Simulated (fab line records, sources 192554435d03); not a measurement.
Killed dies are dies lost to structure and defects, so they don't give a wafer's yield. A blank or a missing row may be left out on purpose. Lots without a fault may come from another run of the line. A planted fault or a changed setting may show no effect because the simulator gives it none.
fab line records | flow n5_finfet
record lots=24 wafers=72 last_day=20
route steps=1938 shown DUMMY_GATE@243 SPACER0@258 SD_EPI_N@272
lots that met no fault: from a run of the same line without faults
start_h: hours from the record's first day to the start of the lot's first wafer shown | wait_h: hours since the lot's step before | " the same as in the row above | L1.1+2: a row that stands for several wafers | - no value, or no start given | * or withheld: withheld | < > ~ a bound
route shown NAME@n: a module of which the file shows steps, and the number in the route of the first | usual: mean/standard deviation of fault-free wafers | same: alike in all rows | chamber/n: place in a boat | sites: the reading at each site | _std_site: their standard deviation | _edge_site: outer sites' mean less inner sites' | radius_mm: how far each site lies from the wafer's centre | mask NAME#n: copy n | behind: the tool/chamber that last shaped the wafer | hold: why the lot was held/for how many hours/how that ended | device: the transistor (n, p or np) that didn't switch | end of line: the same wafers' tests at the end of the route | a step without rows: its recipe alone | killed: dies lost to structure and defects at the first sort, not the wafer's yield | map: a wafer's dies, x killed, . not, _ none there
set.NAME: the setting as run; set.NAME@STEP: as run at that earlier step | model.NAME: the simulator's own value behind a step, which no gauge read
steps of the route over a sample of lots; a table a step, a row a wafer
services: from which hour (start_h, from the record's first day; less than 0 if before it) a tool's chamber was out of use, for how many hours, and why
## steps
# step N5_DUMMY_GATE_ETCH_31
# recipe chemistry=C4F6/O2 target=SiO2 mask_material=SOC target_depth_a=825 time_s=27.5 ion_energy_ev=250 pressure_mtorr=30 source_w=345 bias_w=185 Ar_flow_sccm=300 C4F6_flow_sccm=10 O2_flow_sccm=10
# usual drypump_motor_current_A=5.2/0.4 oes_product_au=0.77/0.053 rf_vpp_V=667/5.8 showerhead_plenum_p_Torr=2.94/0.063 throttle_valve_pct=21.15/0.23
# columns lot.wafer tool chamber start_h wait_h drypump_motor_current_A oes_product_au rf_hours_counter_h rf_vpp_V showerhead_plenum_p_Torr throttle_valve_pct
L074.2 rie_diel-02 1 49.15 0.0 5.1 0.80 110 662 2.99 20.92
L074.3 " 2 " " 4.8 0.89 35 668 3.02 21.56
L074.5 " 3 " " 5.5 0.86 - 671 3.01 20.87
L075.1 rie_diel-01 3 56.38 0.0 4.6 0.77 130 666 2.97 20.97
L075.5 " 3 " " 4.6 0.77 - 666 2.97 20.96
L075.6 " 0 " " 5.5 0.78 - 671 2.97 20.89
L076.2 rie_diel-01 0 59.50 0.1 5.5 0.78 113 673 2.97 20.86
L076.3 " 3 " " 4.6 0.77 131 668 2.97 20.95
L076.5 " 0 " " 5.5 0.79 - 671 2.97 20.88
L077.4 rie_diel-01 3 66.81 0.0 4.7 0.78 133 666 2.97 20.96
L077.5 " 1 " " 5.8 0.73 - 673 2.94 21.41
L077.6 " 2 " " 4.9 0.80 - 658 2.86 21.21
L078.1 rie_diel-01 2 72.37 0.1 4.9 0.79 118 657 2.86 21.23
L078.2 " 3 " " 4.7 0.76 135 666 2.97 20.96
L078.6 " 2 " " 5.0 0.79 - 656 2.86 21.22
L079.3 rie_diel-01 1 78.98 0.0 5.8 0.72 198 673 2.94 21.41
L079.5 " 3 " " 4.7 0.76 - 667 2.97 20.96
L079.6 " 0 " " 5.5 0.78 - 670 2.97 20.88
L080.3 rie_diel-02 0 84.14 0.0 5.0 0.72 168 675 2.95 21.21
L080.4 " 3 " " 5.5 0.85 53 671 3.00 20.87
L080.6 " 3 " " 5.5 0.85 - 669 3.00 20.88
L081.2 rie_diel-02 1 93.03 0.2 5.0 0.78 122 660 2.99 20.93
L081.5 " 0 " " 5.1 0.71 - 673 2.95 21.24
L081.6 " 3 " " 5.5 0.85 - 670 3.00 20.88
L082.2 rie_diel-01 1 96.81 0.1 5.8 0.73 204 674 2.94 21.43
L082.4 " 3 " " 4.6 0.77 143 668 2.97 20.97
L082.5 " 2 " " 5.0 0.78 - 658 2.85 21.23
L083.2 rie_diel-01 1 101.87 0.0 5.8 0.71 206 674 2.94 21.42
L083.5 " 1 " " 5.8 0.72 - 674 2.94 21.43
L083.6 " 0 " " 5.5 0.78 - 669 2.97 20.90
L084.1 rie_diel-01 2 108.38 0.0 4.9 0.78 130 656 2.85 21.25
L084.3 " 0 " " 5.5 0.78 127 671 2.96 20.90
L084.4 " 1 " " 5.7 0.71 208 674 2.94 21.42
L085.1 rie_diel-04 0 112.23 0.0 6.1 0.70 226 679 2.92 21.41
L085.2 " 3 " " 5.7 0.78 117 663 2.86 20.97
L085.5 " 2 " " 5.5 0.73 - 669 2.84 21.25
L086.2 rie_diel-01 2 120.81 0.0 5.0 0.78 137 656 2.85 21.26
L086.4 " 3 " " 4.7 0.76 - 666 2.96 21.00
L086.6 " 2 " " 5.0 0.78 - 658 2.85 21.25
L087.2 rie_diel-02 2 126.83 0.1 4.8 0.87 58 666 3.01 21.60
L087.5 " 3 " " 5.5 0.84 - 669 3.00 20.90
L087.6 " 2 " " 4.8 0.87 - 666 3.01 21.61
L088.1 rie_diel-02 2 129.77 0.0 4.8 0.86 59 665 3.01 21.62
L088.2 " 1 " " 5.1 0.77 133 662 2.98 20.94
L088.4 " 0 " " 5.1 0.71 180 674 2.94 21.24
L089.1 rie_diel-02 0 138.97 0.1 5.1 0.70 184 673 2.94 21.24
L089.2 " 1 " " 5.1 0.76 137 661 2.98 20.94
L089.6 " 1 " " 5.1 0.76 - 661 2.98 20.95
L090.2 rie_diel-02 0 147.28 0.0 5.0 0.70 186 674 2.94 21.23
L090.4 " 2 " " 4.8 0.86 62 667 3.00 21.60
L090.6 " 0 " " 5.0 0.70 - 674 2.94 21.26
L091.2 rie_diel-02 3 149.14 0.0 5.5 0.82 73 670 2.99 20.90
L091.4 " 1 " " 5.1 0.76 140 661 2.98 20.95
L091.6 " 0 " " 5.0 0.70 - 672 2.94 21.25
L092.3 rie_diel-02 0 155.70 0.1 5.0 0.69 189 673 2.94 21.26
L092.4 " 2 " " 4.9 0.85 65 666 3.00 21.62
L092.5 " 1 " " 5.1 0.76 - 661 2.98 20.96
L093.1 rie_diel-02 1 163.25 0.0 5.0 0.76 144 661 2.98 20.96
L093.2 " 3 " " 5.5 0.82 77 671 2.99 20.91
L093.5 " 3 " " 5.5 0.82 - 669 2.99 20.91
L094.2 rie_diel-01 1 168.17 0.1 5.7 0.70 227 673 2.93 21.44
L094.3 " 2 " " 5.0 0.76 149 656 2.84 21.28
L094.5 " 1 " " 5.7 0.69 - 673 2.93 21.43
L095.1 rie_diel-01 3 172.98 0.2 4.7 0.74 168 669 2.96 20.99
L095.4 " 2 " " 5.0 0.75 151 656 2.84 21.26
L095.5 " 2 " " 5.0 0.76 - 657 2.84 21.27
L096.1 rie_diel-04 0 178.11 0.0 6.1 0.68 245 679 2.91 21.45
L096.4 " 3 " " 5.6 0.77 135 660 2.85 21.00
L096.6 " 0 " " 6.1 0.68 - 679 2.91 21.45
L097.1 rie_diel-02 1 184.47 0.2 5.1 0.75 152 663 2.97 20.96
L097.4 " 3 " " 5.5 0.81 79 670 2.99 20.90
L097.6 " 3 " " 5.5 0.81 - 670 2.99 20.91
# step N5_DUMMY_GATE_STRIP_48
# recipe chemistry=N2/H2 time_s=20 power_w=100 temp_c=40 pressure_mtorr=100 rf_frequency_hz=6e+07 bias_power_w=3 n2_flow_sccm=300 h2_flow_sccm=300
# usual drypump_motor_current_A=5.2/0.39 oes_product_au=0.77/0.057 rf_vpp_V=45.5/0.78 showerhead_plenum_p_Torr=3.50/0.076 throttle_valve_pct=12.23/0.25
# columns lot.wafer tool chamber start_h wait_h drypump_motor_current_A oes_product_au rf_hours_counter_h rf_vpp_V showerhead_plenum_p_Torr throttle_valve_pct
L074.2 rie_diel-02 0 49.71 0.0 5.0 0.72 159 45.4 3.52 12.32
L074.3 " 1 " " 5.1 0.79 110 45.2 3.54 11.96
L074.5 " 0 " " 5.1 0.71 - 44.1 3.52 12.32
L075.1 rie_diel-01 1 56.93 0.0 5.8 0.73 191 45.4 3.49 12.56
L075.5 " 0 " " 5.5 0.78 - 46.8 3.53 11.97
L075.6 " 3 " " 4.7 0.77 - 46.7 3.53 11.99
L076.2 rie_diel-02 2 60.25 0.0 4.8 0.88 38 46.3 3.58 12.47
L076.3 " 0 " " 5.0 0.71 162 46.4 3.51 12.34
L076.5 " 2 " " 4.8 0.88 - 45.4 3.58 12.46
L077.4 rie_diel-01 3 67.49 0.0 4.7 0.78 133 44.7 3.52 11.99
L077.5 " 3 " " 4.7 0.78 - 45.0 3.53 11.99
L077.6 " 0 " " 5.5 0.78 - 44.8 3.53 11.99
L078.1 rie_diel-01 3 72.93 0.0 4.7 0.77 136 45.7 3.52 12.01
L078.2 " 0 " " 5.5 0.78 117 46.1 3.53 11.98
L078.6 " 2 " " 4.9 0.79 - 45.0 3.39 12.22
L079.3 rie_diel-01 0 79.52 0.0 5.5 0.78 119 44.8 3.53 11.98
L079.5 " 3 " " 4.6 0.78 - 45.1 3.52 12.01
L079.6 " 0 " " 5.5 0.78 - 45.0 3.53 11.99
L080.3 rie_diel-01 3 84.68 0.0 4.7 0.77 139 45.2 3.52 11.99
L080.4 " 2 " " 5.0 0.79 122 45.6 3.39 12.23
L080.6 " 2 " " 5.0 0.79 - 46.5 3.39 12.23
L081.2 rie_diel-02 3 93.57 0.0 5.5 0.84 56 46.1 3.57 11.85
L081.5 " 1 " " 5.1 0.79 - 46.8 3.53 12.01
L081.6 " 2 " " 4.8 0.88 - 45.3 3.57 12.50
L082.2 rie_diel-02 1 97.35 0.0 5.1 0.78 124 46.6 3.53 12.01
L082.4 " 0 " " 5.0 0.71 173 44.0 3.51 12.35
L082.5 " 1 " " 5.0 0.79 - 46.9 3.53 12.02
L083.2 rie_diel-04 1 102.41 0.0 6.1 0.70 209 45.2 3.22 12.31
L083.5 " 0 " " 6.1 0.71 - 45.4 3.48 12.58
L083.6 " 1 " " 6.1 0.70 - 45.8 3.22 12.30
L084.1 rie_diel-02 3 109.23 0.0 5.5 0.83 61 46.5 3.57 11.85
L084.3 " 1 " " 5.0 0.77 128 45.7 3.53 12.01
L084.4 " 0 " " 5.1 0.71 175 45.7 3.51 12.36
L085.1 rie_diel-02 2 112.77 0.0 4.8 0.87 54 45.0 3.57 12.51
L085.2 " 0 " " 5.0 0.70 176 45.6 3.51 12.36
L085.5 " 0 " " 5.0 0.70 - 45.7 3.51 12.37
L086.2 rie_diel-02 0 121.35 0.0 5.0 0.71 178 45.4 3.51 12.36
L086.4 " 3 " " 5.5 0.84 64 44.7 3.56 11.85
L086.6 " 1 " " 5.1 0.79 - 45.7 3.53 12.02
L087.2 rie_diel-02 1 127.41 0.0 5.0 0.77 132 46.2 3.53 12.05
L087.5 " 2 " " 4.8 0.86 - 44.8 3.57 12.52
L087.6 " 3 " " 5.5 0.83 - 45.5 3.56 11.85
L088.1 rie_diel-02 2 130.31 0.0 4.8 0.86 59 45.6 3.57 12.54
L088.2 " 0 " " 5.0 0.70 180 44.3 3.50 12.37
L088.4 " 3 " " 5.5 0.83 66 46.5 3.56 11.88
L089.1 rie_diel-01 1 139.52 0.0 5.8 0.71 220 46.6 3.48 12.63
L089.2 " 0 " " 5.5 0.76 133 44.9 3.52 12.03
L089.6 " 2 " " 5.0 0.77 - 46.1 3.38 12.29
L090.2 rie_diel-02 0 147.95 0.0 5.1 0.70 186 45.8 3.50 12.37
L090.4 " 2 " " 4.8 0.85 63 44.9 3.56 12.53
L090.6 " 0 " " 5.1 0.69 - 45.4 3.50 12.37
L091.2 rie_diel-01 3 149.68 0.0 4.7 0.74 162 46.2 3.51 12.06
L091.4 " 2 " " 5.0 0.76 145 44.8 3.38 12.29
L091.6 " 1 " " 5.8 0.69 - 44.9 3.48 12.62
L092.3 rie_diel-04 2 156.25 0.0 5.5 0.72 182 44.5 3.35 12.33
L092.4 " 0 " " 6.1 0.70 239 46.5 3.47 12.62
L092.5 " 0 " " 6.1 0.70 - 46.3 3.47 12.63
L093.1 rie_diel-02 1 163.79 0.0 5.1 0.77 144 46.0 3.52 12.06
L093.2 " 0 " " 5.1 0.70 191 45.8 3.50 12.37
L093.5 " 3 " " 5.5 0.82 - 45.3 3.56 11.90
L094.2 rie_diel-02 1 168.71 0.0 5.1 0.76 145 45.2 3.52 12.08
L094.3 " 0 " " 5.1 0.70 192 46.1 3.50 12.39
L094.5 " 2 " " 4.8 0.84 - 44.9 3.56 12.54
L095.1 rie_diel-02 2 173.64 0.0 4.8 0.83 72 46.6 3.56 12.56
L095.4 " 0 " " 5.1 0.69 - 46.2 3.50 12.38
L095.5 " 2 " " 4.8 0.84 - 43.7 3.56 12.55
L096.1 rie_diel-04 0 178.65 0.0 6.1 0.69 245 44.5 3.46 12.62
L096.4 " 1 " " 6.1 0.68 234 45.5 3.20 12.38
L096.6 " 2 " " 5.5 0.72 - 45.3 3.35 12.35
L097.1 rie_diel-02 1 185.05 0.0 5.1 0.75 152 47.4 3.51 12.09
L097.4 " 0 " " 5.1 0.70 199 45.5 3.49 12.42
L097.6 " 2 " " 4.8 0.83 - 46.0 3.56 12.56
# step N5_SPACER0_ALD_07
# recipe material=SiNx target_thk_a=20 temp_c=400 ald_precursor_family=SiH2I2 ald_co_reactant=N2/H2-plasma pressure_torr=2
# usual heater_power_w=829/86
# columns lot.wafer tool chamber start_h wait_h heater_power_w since_wet_clean_h
L074.2 ald_sin-02 1 49.94 0.0 806 331
L074.3 " 2 " " 835 331
L074.5 " 3 " " 949 -
L075.1 ald_sin-04 2 57.39 0.0 754 245
L075.5 " 1 " " 701 -
L075.6 " 2 " " 749 -
L076.2 ald_sin-01 1 60.47 0.0 816 157
L076.3 " 2 " " 747 157
L076.5 " 3 " " 953 -
L077.4 ald_sin-02 0 67.71 0.0 857 348
L077.5 " 1 " " 821 -
L077.6 " 0 " " 855 -
L078.1 ald_sin-02 0 73.17 0.0 825 354
L078.2 " 2 " " 858 354
L078.6 " 3 " " 930 -
L079.3 ald_sin-04 1 79.74 0.0 704 268
L079.5 " 3 " " 753 -
L079.6 " 0 " " 881 -
L080.3 ald_sin-04 3 84.91 0.0 764 273
L080.4 " 2 " " 753 273
L080.6 " 2 " " 786 -
L081.2 ald_sin-01 3 93.79 0.0 938 191
L081.5 " 1 " " 802 -
L081.6 " 0 " " 852 -
L082.2 ald_sin-04 0 97.79 0.2 874 286
L082.4 " 3 " " 740 286
L082.5 " 3 " " 749 -
L083.2 ald_sin-01 0 102.65 0.0 841 200
L083.5 " 1 " " 782 -
L083.6 " 0 " " 827 -
L084.1 ald_sin-04 3 109.90 0.5 753 298
L084.3 " 1 " " 703 298
L084.4 " 0 " " 908 -
L085.1 ald_sin-01 3 112.99 0.0 941 210
L085.2 " 1 " " 787 210
L085.5 " 3 " " 931 -
L086.2 ald_sin-02 2 121.58 0.0 828 22
L086.4 " 0 " " 855 22
L086.6 " 3 " " 993 -
L087.2 ald_sin-02 3 127.64 0.0 989 28
L087.5 " 3 " " 1004 -
L087.6 " 2 " " 817 -
L088.1 ald_sin-02 3 130.54 0.0 990 31
L088.2 " 0 " " 838 31
L088.4 " 1 " " 765 31
L089.1 ald_sin-04 2 139.76 0.0 755 328
L089.2 " 3 " " 737 328
L089.6 " 3 " " 754 -
L090.2 ald_sin-01 2 148.17 0.0 748 245
L090.4 " 0 " " 839 245
L090.6 " 2 " " 735 -
L091.2 ald_sin-02 3 150.24 0.4 992 51
L091.4 " 1 " " 747 51
L091.6 " 3 " " 990 -
L092.3 ald_sin-04 3 156.47 0.0 735 345
L092.4 " 1 " " 687 345
L092.5 " 2 " " 779 -
L093.1 ald_sin-02 3 164.10 0.0 1029 65
L093.2 " 0 " " 830 65
L093.5 " 3 " " 1019 -
L094.2 ald_sin-01 0 168.95 0.0 865 266
L094.3 " 3 " " 937 266
L094.5 " 3 " " 942 -
L095.1 ald_sin-02 2 173.87 0.0 826 75
L095.4 " 3 " " 993 75
L095.5 " 2 " " 816 -
L096.1 ald_sin-02 2 178.87 0.0 802 80
L096.4 " 1 " " 761 80
L096.6 " 1 " " 778 -
L097.1 ald_sin-02 0 187.62 2.4 849 88
L097.4 " 3 " " 1010 88
L097.6 " 3 " " 990 -
# step N5_SD_EPI_N_INSPECT_11
# recipe mode=adi inspect_instrument=macro
# usual raw_defect_count=2.0/1.4
# columns lot.wafer tool chamber start_h wait_h raw_defect_count
L074.2 defect_inspect-02 - 50.83 0.0 4
L074.3 " - " " 1
L074.5 " - " " 0
L075.1 defect_inspect-02 - 58.29 0.0 0
L075.5 " - " " 4
L075.6 " - " " 4
L076.2 defect_inspect-02 - 61.49 0.0 2
L076.3 " - " " 3
L076.5 " - " " 2
L077.4 defect_inspect-02 - 68.89 0.2 3
L077.5 " - " " 2
L077.6 " - " " 4
L078.1 defect_inspect-02 - 74.06 0.0 1
L078.2 " - " " 4
L078.6 " - " " 1
L079.3 defect_inspect-01 - 80.77 0.0 1
L079.5 " - " " 4
L079.6 " - " " 2
L080.3 defect_inspect-02 - 85.80 0.0 4
L080.4 " - " " 4
L080.6 " - " " 0
L081.2 defect_inspect-02 - 94.81 0.0 4
L081.5 " - " " 4
L081.6 " - " " 4
L082.2 defect_inspect-01 - 98.69 0.0 2
L082.4 " - " " 3
L082.5 " - " " 1
L083.2 defect_inspect-01 - 103.67 0.0 1
L083.5 " - " " 1
L083.6 " - " " 1
L084.1 defect_inspect-02 - 110.79 0.0 3
L084.3 " - " " 3
L084.4 " - " " 2
L085.1 defect_inspect-01 - 113.89 0.0 3
L085.2 " - " " 2
L085.5 " - " " 1
L086.2 defect_inspect-01 - 122.60 0.0 2
L086.4 " - " " 4
L086.6 " - " " 2
L087.2 defect_inspect-01 - 128.66 0.0 2
L087.5 " - " " 4
L087.6 " - " " 1
L088.1 defect_inspect-02 - 131.56 0.0 5
L088.2 " - " " 6
L088.4 " - " " 3
L089.1 defect_inspect-02 - 140.78 0.0 1
L089.2 " - " " 0
L089.6 " - " " 0
L090.2 defect_inspect-01 - 149.19 0.0 2
L090.4 " - " " 2
L090.6 " - " " 2
L091.2 defect_inspect-01 - 151.26 0.0 1
L091.4 " - " " 3
L091.6 " - " " 3
L092.3 defect_inspect-01 - 157.49 0.0 0
L092.4 " - " " 1
L092.5 " - " " 1
L093.1 defect_inspect-01 - 164.99 0.0 2
L093.2 " - " " 1
L093.5 " - " " 0
L094.2 defect_inspect-01 - 169.86 0.0 2
L094.3 " - " " 2
L094.5 " - " " 0
L095.1 defect_inspect-01 - 174.89 0.0 2
L095.4 " - " " 3
L095.5 " - " " 1
L096.1 defect_inspect-02 - 179.92 0.0 1
L096.4 " - " " 2
L096.6 " - " " 4
L097.1 defect_inspect-02 - 188.64 0.0 2
L097.4 " - " " 3
L097.6 " - " " 0
# step N5_SD_EPI_N_LINER_46
# recipe material=SiNx target_thk_a=30 temp_c=400 ald_precursor_family=SiH2I2 ald_co_reactant=N2/H2-plasma pressure_torr=2
# usual heater_power_w=859/68
# columns lot.wafer tool chamber start_h wait_h heater_power_w since_wet_clean_h
L074.2 ald_sin-03 0 54.68 0.1 888 47
L074.3 " 2 " " 926 47
L074.5 " 3 " " 851 -
L075.1 ald_sin-01 0 63.38 0.2 840 160
L075.5 " 3 " " 929 -
L075.6 " 2 " " 744 -
L076.2 ald_sin-01 2 66.12 1.0 745 163
L076.3 " 1 " " 783 163
L076.5 " 2 " " 757 -
L077.4 ald_sin-02 2 72.63 0.1 805 353
L077.5 " 0 " " 836 -
L077.6 " 1 " " 811 -
L078.1 ald_sin-03 3 77.94 0.3 856 70
L078.2 " 1 " " 887 70
L078.6 " 2 " " 903 -
L079.3 ald_sin-02 0 84.55 0.1 852 365
L079.5 " 3 " " 942 -
L079.6 " 2 " " 814 -
L080.3 ald_sin-03 3 90.96 0.4 872 83
L080.4 " 1 " " 894 83
L080.6 " 0 " " 862 -
L081.2 ald_sin-03 0 98.62 0.2 891 91
L081.5 " 1 " " 885 -
L081.6 " 0 " " 862 -
L082.2 ald_sin-02 2 102.42 0.1 829 3
L082.4 " 0 " " 859 3
L082.5 " 1 " " 755 -
L083.2 ald_sin-03 1 107.75 0.1 869 100
L083.5 " 1 " " 869 -
L083.6 " 2 " " 963 -
L084.1 ald_sin-02 3 114.55 0.2 1003 15
L084.3 " 2 " " 805 15
L084.4 " 1 " " 748 15
L085.1 ald_sin-01 1 118.36 0.2 785 215
L085.2 " 0 " " 870 215
L085.5 " 2 " " 756 -
L086.2 ald_sin-03 3 127.10 0.1 886 119
L086.4 " 0 " " 861 119
L086.6 " 3 " " 865 -
L087.2 ald_sin-03 3 133.47 0.5 888 126
L087.5 " 3 " " 868 -
L087.6 " 2 " " 922 -
L088.1 ald_sin-01 2 136.23 0.2 740 233
L088.2 " 3 " " 936 233
L088.4 " 0 " " 834 233
L089.1 ald_sin-02 1 144.52 0.2 763 45
L089.2 " 3 " " 1016 45
L089.6 " 1 " " 768 -
L090.2 ald_sin-03 0 153.07 0.1 883 145
L090.4 " 1 " " 875 145
L090.6 " 2 " " 920 -
L091.2 ald_sin-03 2 154.99 0.1 939 147
L091.4 " 1 " " 867 147
L091.6 " 2 " " 954 -
L092.3 ald_sin-03 3 161.22 0.1 884 154
L092.4 " 0 " " 872 154
L092.5 " 0 " " 901 -
L093.1 ald_sin-01 1 168.72 0.2 809 266
L093.2 " 3 " " 951 266
L093.5 " 1 " " 789 -
L094.2 ald_sin-02 1 174.41 0.2 753 75
L094.3 " 3 " " 1002 75
L094.5 " 2 " " 818 -
L095.1 ald_sin-02 0 179.48 0.2 831 80
L095.4 " 1 " " 770 80
L095.5 " 1 " " 736 -
L096.1 ald_sin-02 3 185.75 1.2 993 87
L096.4 " 1 " " 753 87
L096.6 " 2 " " 823 -
L097.1 ald_sin-01 3 192.66 0.5 930 290
L097.4 " 1 " " 790 290
L097.6 " 1 " " 800 -
# step N5_SD_EPI_N_INSPECT_26
# recipe inspect_instrument=darkfield mode=post_epi
# usual raw_defect_count=194/38
# columns lot.wafer tool chamber start_h wait_h raw_defect_count
L074.2 defect_inspect-02 - 54.93 0.1 146
L074.3 " - " " 218
L074.5 " - " " 151
L075.1 defect_inspect-02 - 63.63 0.1 184
L075.5 " - " " 238
L075.6 " - " " 186
L076.2 defect_inspect-02 - 66.37 0.1 222
L076.3 " - " " 233
L076.5 " - " " 229
L077.4 defect_inspect-02 - 72.89 0.1 217
L077.5 " - " " 229
L077.6 " - " " 245
L078.1 defect_inspect-01 - 78.19 0.1 146
L078.2 " - " " 115
L078.6 " - " " 150
L079.3 defect_inspect-01 - 84.81 0.2 186
L079.5 " - " " 136
L079.6 " - " " 179
L080.3 defect_inspect-01 - 91.21 0.1 245
L080.4 " - " " 250
L080.6 " - " " 202
L081.2 defect_inspect-02 - 98.88 0.1 181
L081.5 " - " " 224
L081.6 " - " " 206
L082.2 defect_inspect-01 - 102.67 0.1 144
L082.4 " - " " 181
L082.5 " - " " 183
L083.2 defect_inspect-01 - 108.00 0.1 176
L083.5 " - " " 177
L083.6 " - " " 148
L084.1 defect_inspect-01 - 114.80 0.1 178
L084.3 " - " " 214
L084.4 " - " " 197
L085.1 defect_inspect-01 - 118.61 0.1 170
L085.2 " - " " 172
L085.5 " - " " 121
L086.2 defect_inspect-02 - 127.35 0.1 159
L086.4 " - " " 235
L086.6 " - " " 201
L087.2 defect_inspect-02 - 133.72 0.1 268
L087.5 " - " " 248
L087.6 " - " " 208
L088.1 defect_inspect-02 - 136.48 0.1 156
L088.2 " - " " 205
L088.4 " - " " 207
L089.1 defect_inspect-01 - 144.77 0.1 181
L089.2 " - " " 192
L089.6 " - " " 186
L090.2 defect_inspect-01 - 153.32 0.1 129
L090.4 " - " " 172
L090.6 " - " " 221
L091.2 defect_inspect-02 - 155.24 0.1 207
L091.4 " - " " 214
L091.6 " - " " 201
L092.3 defect_inspect-02 - 161.47 0.1 204
L092.4 " - " " 263
L092.5 " - " " 204
L093.1 defect_inspect-01 - 168.97 0.1 182
L093.2 " - " " 195
L093.5 " - " " 225
L094.2 defect_inspect-01 - 174.66 0.1 185
L094.3 " - " " 228
L094.5 " - " " 155
L095.1 defect_inspect-01 - 179.73 0.1 134
L095.4 " - " " 153
L095.5 " - " " 160
L096.1 defect_inspect-02 - 186.00 0.1 200
L096.4 " - " " 246
L096.6 " - " " 223
L097.1 defect_inspect-01 - 192.91 0.1 150
L097.4 " - " " 202
L097.6 " - " " 167
## services
# columns tool chamber start_h hours kind
ald_sin-01 1 33.49 13.6 repair
ald_sin-04 1 35.32 14.6 repair
rie_diel-04 3 40.64 4.0 repair
ald_sin-01 - 78.41 0.9 repair
ald_sin-02 - 85.25 14.0 pm
ald_sin-02 0 85.25 14.0 vent_cycle
ald_sin-02 1 85.25 14.0 vent_cycle
ald_sin-02 2 85.25 14.0 vent_cycle
ald_sin-02 3 85.25 14.0 vent_cycle
rie_diel-04 3 87.56 2.5 repair
ald_sin-02 0 99.25 - clean
ald_sin-02 1 99.25 - clean
ald_sin-02 2 99.25 - clean
ald_sin-02 3 99.25 - clean
rie_diel-02 0 100.91 6.0 repair
ald_sin-03 3 134.81 2.6 repair
rie_diel-02 2 137.47 6.3 repair
ald_sin-04 - 164.23 2.8 pm
rie_diel-02 3 164.68 12.2 repair
ald_sin-01 - 177.63 0.8 pm
ald_sin-04 - 177.68 14.0 pm
ald_sin-04 0 177.68 23.5 vent_cycle
ald_sin-04 1 177.68 14.0 vent_cycle
rie_diel-04 1 180.16 11.0 repair
## key
fault none
